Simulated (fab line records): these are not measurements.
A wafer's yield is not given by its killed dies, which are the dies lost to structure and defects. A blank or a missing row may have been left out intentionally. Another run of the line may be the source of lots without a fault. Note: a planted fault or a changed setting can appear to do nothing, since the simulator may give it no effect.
fab line records	flow n5_finfet
record: lots: 6	wafers: 18	last_day: 17
route steps=1938 shown BEOL_M0_SAQP@636
lots that met no fault: taken from a fault-free run of the same line
start_h: start of the lot's first displayed wafer, in hours after the record's first day	wait_h: time in hours since the lot's previous step	" identical to the entry in the row above	L1.1+2: a row that stands for several wafers	- no value, or no start was given	* or withheld: withheld	< > ~ a bound
route shown NAME@n: a module of which the file shows steps, and the number in the route of the first	usual: average and standard deviation across the fault-free wafers	same: alike in all rows	chamber/n: place in a boat	sites: per-site readings	_std_site: their standard deviation	_edge_site: mean of outer sites minus mean of inner sites	radius_mm: for every site, how far away it sits from the centre of the wafer	mask NAME#n: copy n	behind: the last tool/chamber to shape the wafer	hold: the reason the lot was held/the length of the hold in hours/how it ended	device: the n, p or np transistor that did not switch	end of line: the tests these same wafers got at the end of their route	a step without rows: its recipe alone	killed: at the first sort, the dies lost to defects and structure; wafer yield is something else	map: shows each die of a wafer: x if killed, . if not, _ if none is there
set.NAME: the setting the step ran with; set.NAME@STEP: the setting that earlier step ran with	model.NAME: the simulator's own value behind a step, which no gauge read
lots at some steps of the route; a table a step, a row a wafer
services: a tool's chamber out of use, with start hour (start_h, from the record's first day; less than 0 if before it), hours out, and reason
== steps ==
step: N5_BEOL_M0_SAQP_PECVD_96
recipe: material: a-Si	target_thk_a: 450	temp_c: 350	precursor: SiH4/He	pressure_torr: 3	rf_w: 100	time_s: 45.2
usual: heater_power_w: 627/62	rf_fwd_power_W: 99.1/0.44	showerhead_plenum_p_Torr: 5.69/0.046	throttle_valve_pct: 18.2/1
lot.wafer	tool	chamber	start_h	wait_h	heater_power_w	rf_fwd_power_W	showerhead_plenum_p_Torr	throttle_valve_pct
L177.2	pecvd-04	2	137.04	0.0	700	99.5	5.68	17.7
L177.4	"	2	"	"	705	99.8	5.67	17.9
L177.6	"	0	"	"	522	99.2	5.76	18.9
L182.3	pecvd-01	2	144.05	0.0	758	98.7	5.65	18.0
L182.4	"	0	"	"	551	99.1	5.61	18.2
L182.5	"	1	"	"	696	99.5	5.70	17.4
L189.2	pecvd-01	0	191.19	0.0	576	98.9	5.61	18.3
L189.4	"	2	"	"	675	98.1	5.65	17.5
L189.6	"	0	"	"	581	99.4	5.61	18.4
L190.1	pecvd-02	2	200.73	0.0	677	99.2	5.72	16.2
L190.4	"	0	"	"	613	98.2	5.72	17.9
L190.5	"	1	"	"	546	99.3	5.62	18.0
L195.2	pecvd-02	2	226.09	0.0	691	98.8	5.72	16.5
L195.3	"	0	"	"	645	98.3	5.73	17.8
L195.6	"	0	"	"	638	98.2	5.72	17.4
L199.3	pecvd-02	0	247.13	0.0	659	98.3	5.71	17.8
L199.4	"	0	"	"	660	98.3	5.73	17.7
L199.6	"	2	"	"	600	99.7	5.74	16.6
step: N5_BEOL_M0_SAQP_PECVD_97
recipe: material: SiNx	target_thk_a: 230	temp_c: 350	precursor: SiH4/NH3/N2	pressure_torr: 1.5	rf_w: 300	time_s: 19.9
usual: heater_power_w: 557/57	rf_fwd_power_W: 296.9/1.4	showerhead_plenum_p_Torr: 5.18/0.063	throttle_valve_pct: 39.9/2.2
lot.wafer	tool	chamber	start_h	wait_h	heater_power_w	rf_fwd_power_W	showerhead_plenum_p_Torr	throttle_valve_pct
L177.2	pecvd-04	2	137.08	0.0	569	297.8	5.16	38.5
L177.4	"	2	"	"	579	298.1	5.16	38.8
L177.6	"	0	"	"	570	295.8	5.26	41.3
L182.3	pecvd-01	2	144.10	0.0	649	294.2	5.11	38.8
L182.4	"	0	"	"	516	297.6	5.06	40.1
L182.5	"	1	"	"	585	298.7	5.19	38.7
L189.2	pecvd-01	0	191.24	0.0	512	298.7	5.05	40.4
L189.4	"	2	"	"	675	294.5	5.11	38.5
L189.6	"	0	"	"	491	297.8	5.07	40.2
L190.1	pecvd-02	2	200.78	0.0	608	297.4	5.23	36.0
L190.4	"	0	"	"	516	295.0	5.21	39.0
L190.5	"	1	"	"	470	297.6	5.11	39.2
L195.2	pecvd-02	2	226.14	0.0	530	297.6	5.22	36.2
L195.3	"	0	"	"	521	294.2	5.22	39.0
L195.6	"	0	"	"	510	294.4	5.21	39.3
L199.3	pecvd-02	0	247.17	0.0	503	294.5	5.23	39.2
L199.4	"	0	"	"	492	294.6	5.22	38.9
L199.6	"	2	"	"	606	298.2	5.21	36.4
step: N5_BEOL_M0_SAQP_PECVD_04
recipe: material: a-Si	target_thk_a: 600	temp_c: 350	precursor: SiH4/He	pressure_torr: 3	rf_w: 100	time_s: 60.2
usual: heater_power_w: 625/62	rf_fwd_power_W: 99.3/0.34	showerhead_plenum_p_Torr: 5.69/0.047	throttle_valve_pct: 18.2/0.99
lot.wafer	tool	chamber	start_h	wait_h	heater_power_w	rf_fwd_power_W	showerhead_plenum_p_Torr	throttle_valve_pct
L177.2	pecvd-04	2	137.12	0.0	684	99.2	5.68	17.6
L177.4	"	2	"	"	697	99.7	5.69	17.7
L177.6	"	0	"	"	563	99.4	5.74	19.0
L182.3	pecvd-01	2	144.14	0.0	740	99.0	5.66	17.7
L182.4	"	0	"	"	532	99.1	5.61	18.2
L182.5	"	1	"	"	627	99.5	5.70	17.6
L189.2	pecvd-01	0	191.28	0.0	567	99.4	5.61	18.3
L189.4	"	2	"	"	760	99.1	5.65	17.7
L189.6	"	0	"	"	568	99.4	5.60	18.2
L190.1	pecvd-02	2	200.82	0.0	654	99.4	5.73	16.6
L190.4	"	0	"	"	648	98.5	5.72	17.8
L190.5	"	1	"	"	574	99.2	5.64	18.2
L195.2	pecvd-02	2	226.18	0.0	632	99.3	5.70	16.6
L195.3	"	0	"	"	615	98.9	5.74	17.9
L195.6	"	0	"	"	612	98.8	5.72	18.0
L199.3	pecvd-02	0	247.21	0.0	641	98.7	5.73	18.1
L199.4	"	0	"	"	659	98.8	5.73	17.9
L199.6	"	2	"	"	639	99.7	5.72	16.6
step: N5_BEOL_M0_SAQP_THK_MEAS_05
usual: thk_nm: 60.4/1.2
lot.wafer	tool	chamber	start_h	wait_h	thk_nm
L177.2	film_metro-02	-	137.22	0.1	60.9
L177.4	"	-	"	"	61.7
L177.6	"	-	"	"	62.0
L182.3	film_metro-01	-	144.24	0.1	60.9
L182.4	"	-	"	"	59.2
L182.5	"	-	"	"	61.6
L189.2	film_metro-01	-	191.37	0.1	58.7
L189.4	"	-	"	"	62.0
L189.6	"	-	"	"	59.3
L190.1	film_metro-02	-	200.91	0.1	58.8
L190.4	"	-	"	"	60.5
L190.5	"	-	"	"	61.5
L195.2	film_metro-02	-	226.27	0.1	59.6
L195.3	"	-	"	"	59.4
L195.6	"	-	"	"	61.3
L199.3	film_metro-02	-	247.31	0.1	59.2
L199.4	"	-	"	"	59.7
L199.6	"	-	"	"	59.9
step: N5_BEOL_M0_SAQP_HM_DEP_111
recipe: material: SiO2	target_thk_a: 120	temp_c: 400	precursor: SiH4/N2O	pressure_torr: 0.75	rf_w: 275	time_s: 7.2
usual: heater_power_w: 779/91	rf_fwd_power_W: 272.5/1.2	showerhead_plenum_p_Torr: 8.21/0.13
lot.wafer	tool	chamber	start_h	wait_h	heater_power_w	rf_fwd_power_W	showerhead_plenum_p_Torr
L177.2	pecvd-04	2	137.26	0.0	827	274.5	8.16
L177.4	"	0	"	"	734	272.9	8.38
L177.6	"	1	"	"	856	273.3	8.28
L182.3	pecvd-04	0	144.27	0.0	786	272.3	8.35
L182.4	"	1	"	"	827	271.7	8.28
L182.5	"	0	"	"	774	272.8	8.35
L189.2	pecvd-02	0	191.41	0.0	792	271.0	8.30
L189.4	"	1	"	"	660	272.2	8.05
L189.6	"	2	"	"	707	273.5	8.28
L190.1	pecvd-01	2	200.95	0.0	994	270.9	8.11
L190.4	"	1	"	"	774	272.4	8.24
L190.5	"	0	"	"	705	272.7	7.98
L195.2	pecvd-02	2	226.31	0.0	784	272.9	8.31
L195.3	"	1	"	"	593	273.3	8.05
L195.6	"	2	"	"	774	272.9	8.27
L199.3	pecvd-04	2	247.37	0.1	815	272.8	8.17
L199.4	"	0	"	"	790	272.1	8.37
L199.6	"	2	"	"	828	272.3	8.14
step: N5_BEOL_M0_SAQP_COAT_81
recipe: resist: SOC	temp_c: 250	time_s: 60	spin_rpm: 1500	resist_thk_nm: 100
step: N5_BEOL_M0_SAQP_COAT_82
recipe: resist: SiARC	temp_c: 220	time_s: 60	spin_rpm: 1500	resist_thk_nm: 30
step: N5_BEOL_M0_SAQP_COAT_08
recipe: resist: CAR-ArF	spin_rpm: 1500	resist_thk_nm: 90
step: N5_BEOL_M0_SAQP_EBR_10
recipe: solvent: PGMEA	ebr_width_mm: 1.5
step: N5_BEOL_M0_SAQP_SOFTBAKE_09
recipe: temp_c: 110	time_s: 60	resist: CAR-ArF
step: N5_BEOL_M0_SAQP_EXPOSE_11
recipe: mask_id: M0_CORE	na: 1.35	source_shape: dipole	sigma_inner: 0.538	sigma_outer: 0.738	polarization: te	target_cd_nm: 42	dose_mj: 55
step: N5_BEOL_M0_SAQP_PEB_12
recipe: peb_temp_c: withheld	peb_time_s: 60	resist: CAR-ArF
step: N5_BEOL_M0_SAQP_DEVELOP_13
recipe: develop_time_s: 30	developer: TMAH	resist: CAR-ArF	dev_temp_c: 23	rinse_liquid: diw	dry: air_spin
usual: chill_plate_temp_C: 22.98/0.11	develop_time_s: 30/0
lot.wafer	tool	chamber	start_h	wait_h	chill_plate_temp_C	develop_time_s	model.CAR-ArF_of_BEOL_M0_SAQP_COAT_08.thk_nm
L177.2	litho_track-05	0	137.64	-	22.92	30	87.8
L177.4	"	0	"	"	23.09	30	87.8
L177.6	"	0	"	"	23.11	30	87.8
L182.3	litho_track-04	0	144.53	-	22.93	30	88.6
L182.4	"	0	"	"	23.00	30	88.4
L182.5	"	0	"	"	23.02	30	88.4
L189.2	litho_track-05	-	191.80	-	-	-	89.8
L189.4	"	-	"	"	-	-	89.6
L189.6	"	-	"	"	-	-	90
L190.1	litho_track-05	-	201.34	-	-	-	90.4
L190.4	"	-	"	"	-	-	90.4
L190.5	"	-	"	"	-	-	90
L195.2	litho_track-02	0	226.70	-	22.90	30	88.6
L195.3	"	0	"	"	22.94	30	88.4
L195.6	"	0	"	"	22.83	30	88
L199.3	litho_track-02	0	247.76	-	22.90	30	88.8
L199.4	"	0	"	"	23.05	30	88.8
L199.6	"	0	"	"	22.93	30	89.2
step: N5_BEOL_M0_SAQP_CD_MEAS_14
recipe: target_cd_nm: 42.5	landing_energy_ev: 500	detector: se_inlens
usual: cd_nm: 42.7/0.46
lot.wafer	tool	chamber	start_h	wait_h	cd_nm
L177.2	cd_sem-02	0	137.70	-	42.6
L177.4	"	0	"	"	42.7
L177.6	"	0	"	"	42.8
L182.3	cd_sem-03	0	144.59	-	42.8
L182.4	"	0	"	"	41.6
L182.5	"	0	"	"	41.9
L189.2	cd_sem-01	0	191.86	-	-
L189.4	"	0	"	"	-
L189.6	"	0	"	"	-
L190.1	cd_sem-03	0	201.39	-	-
L190.4	"	0	"	"	-
L190.5	"	0	"	"	-
L195.2	cd_sem-03	0	226.76	-	43.7
L195.3	"	0	"	"	43.2
L195.6	"	0	"	"	42.8
L199.3	cd_sem-01	0	247.82	-	42.8
L199.4	"	0	"	"	43.8
L199.6	"	0	"	"	42.7
== services ==
tool	chamber	start_h	hours	kind
pecvd-01	1	155.76	5.5	scheduled_down
litho_track-05	-	188.84	-	consumable_replace:filter
pecvd-01	0	196.20	4.1	repair
pecvd-01	2	202.38	-	clean
pecvd-01	2	202.38	-	consumable_replace:showerhead
pecvd-01	2	202.38	29.0	scheduled_down
pecvd-01	2	202.38	29.0	vent_cycle
pecvd-04	1	225.77	26.1	repair
== key ==
first_sign: step: N5_BEOL_M0_SAQP_DEVELOP_13	reading: tool_record	direction: missing
effect none on later readings
model_effect: step: N5_BEOL_M0_SAQP_DEVELOP_13	value: CAR-ArF_of_BEOL_M0_SAQP_COAT_08.thk_nm	without: 88.33	struck: 90.03
met_at N5_BEOL_M0_SAQP_DEVELOP_13
struck_wafers L189.2,L189.4,L189.6,L190.1,L190.4,L190.5
later_rows_left_out L189.2,L189.4,L189.6,L190.1,L190.4,L190.5
sort_left_out L189.2,L189.4,L189.6,L190.1,L190.4,L190.5
onset_between 137.64 191.80
fault: kind: skipped_step_whole	tool: litho_track-05	chamber: -	onset_h: 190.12	steps: N5_BEOL_M0_SAQP_DEVELOP_13	scope: struck_lots_only
sort_left_out: the simulated sort isn't trusted on such a fault, so these wafers' sort isn't shown, and their yield isn't known
later_rows_left_out: the simulator's readings of these wafers behind a module that went badly wrong aren't trusted and aren't shown, but for the sort
